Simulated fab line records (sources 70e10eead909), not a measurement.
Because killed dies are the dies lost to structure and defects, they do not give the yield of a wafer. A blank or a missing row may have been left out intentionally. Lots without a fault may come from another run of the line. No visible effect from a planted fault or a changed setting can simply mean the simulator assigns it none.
Struck lot and sound lot, side by side | flow nand_harc | 14 out of 1159 route steps
Sound: the wafers L772.2, L772.3, L772.5. Struck: wafer L776.5. (L776.1, L776.4 of the same lot were not struck and are left out.) The cause comes at the end.
For every step that has rows: the tool of each side, followed by ch and its chambers, followed by its first start. Under that, the readings that differ: sound wafers | struck wafers | difference of the means | sigmas: that difference in standard deviations of wafers without a fault.
alike: readings with means less than 2 such deviations apart, plus words and numbers identical on both sides. not compared: withheld readings, readings lacking a value on some wafer, bounds such as >300 that could conceal the same value, and numbers that have no deviation in the record and whose values overlap.
A row with sigmas, a row that says differs or no value, or rows on one side alone: a step with any of these is where the two part. When numbers do not overlap yet have no deviation, they are printed without sigmas and do not part them. A reading that every wafer of one side lacks parts them only if that side has two wafers or more.

first, 4 steps without rows for these wafers: NHARC_A_STAIRCASE_HARDBAKE_218 (time 140 s); NHARC_A_STAIRCASE_DESCUM_219 (chemistry O2, time 3 s); NHARC_A_STAIRCASE_TRIM_220 (chemistry O2, time 211.2 s); NHARC_A_STAIRCASE_ETCH_221 (etches the open film in C4F8/O2, target depth 100 nm, time 40.5 s).
NHARC_A_STAIRCASE_TRIM_222: chemistry O2, time 211.2 s.
  sound on rie_diel-11 ch 0,2; struck on rie_diel-04 ch 3
  alike: drypump_motor_current_A, oes_product_au, rf_vpp_V, showerhead_plenum_p_Torr, throttle_valve_pct
  not compared: rf_hours_counter_h
NHARC_A_STAIRCASE_ETCH_223: etches the open film in C4F8/O2, target depth 100 nm, time 40.5 s.
  sound on rie_diel-11 ch 0,2; struck on rie_diel-04 ch 1
  reading          | sound          | struck | difference | sigmas
  run_length_s (s) | 61.7 60.9 60.9 | 62.6   | +1.4       | +3
  alike: bias_w, oes_product_au, rf_vpp_V
  not compared: rf_hours_counter_h
NHARC_A_STAIRCASE_TRIM_224: chemistry O2, time 211.2 s.
  sound on rie_diel-11 ch 0,2; struck on rie_diel-04 ch 3
  reading                | sound                | struck | difference | sigmas
  throttle_valve_pct (%) | 17.033 17.049 17.028 | 17.013 | -0.024     | -2
  alike: drypump_motor_current_A, oes_product_au, rf_vpp_V, showerhead_plenum_p_Torr
  not compared: rf_hours_counter_h
then, 3 steps without rows for these wafers: NHARC_A_STAIRCASE_ETCH_225 (etches the open film in C4F8/O2, target depth 100 nm, time 40.5 s); NHARC_A_STAIRCASE_TRIM_226 (chemistry O2, time 211.2 s); NHARC_A_STAIRCASE_ETCH_227 (etches the open film in C4F8/O2, target depth 100 nm, time 40.5 s).
NHARC_A_STAIRCASE_TRIM_229: chemistry O2, time 211.2 s.
  sound on rie_diel-04 ch 0,3, day 13 22:02; struck on rie_diel-11 ch 0, day 14 16:37
  alike: drypump_motor_current_A, oes_product_au, rf_vpp_V, showerhead_plenum_p_Torr, throttle_valve_pct
  not compared: rf_hours_counter_h
NHARC_A_STAIRCASE_ETCH_230: etches the open film in C4F8/O2, target depth 100 nm, time 40.5 s.
  sound on rie_diel-04 ch 2,3, day 13 22:17; struck on rie_diel-11 ch 0, day 14 16:50
  reading          | sound          | struck | difference | sigmas
  run_length_s (s) | 61.6 62.2 61.8 | 74.3   | +12.4      | +28
  alike: bias_w, oes_product_au, rf_vpp_V
  not compared: rf_hours_counter_h
NHARC_A_STAIRCASE_TRIM_231: chemistry O2, time 211.2 s.
  sound on rie_diel-04 ch 1,2; struck on rie_diel-11 ch 1
  alike: drypump_motor_current_A, oes_product_au, rf_vpp_V, showerhead_plenum_p_Torr, throttle_valve_pct
  not compared: rf_hours_counter_h
-- jump in the record: it breaks off in module A_STAIRCASE and resumes in module END (first step shown: number 1159 of the route), and 12 days separate the struck wafers' starts before and after --
NHARC_END_SORT_01:
  here the record holds rows for the struck wafers (prober-01 ch 0, day 26 06:24) but none for the sound ones

WHERE THEY PART
First at NHARC_A_STAIRCASE_ETCH_223; last, within this record, at NHARC_END_SORT_01.

WHY: what the simulator had put in
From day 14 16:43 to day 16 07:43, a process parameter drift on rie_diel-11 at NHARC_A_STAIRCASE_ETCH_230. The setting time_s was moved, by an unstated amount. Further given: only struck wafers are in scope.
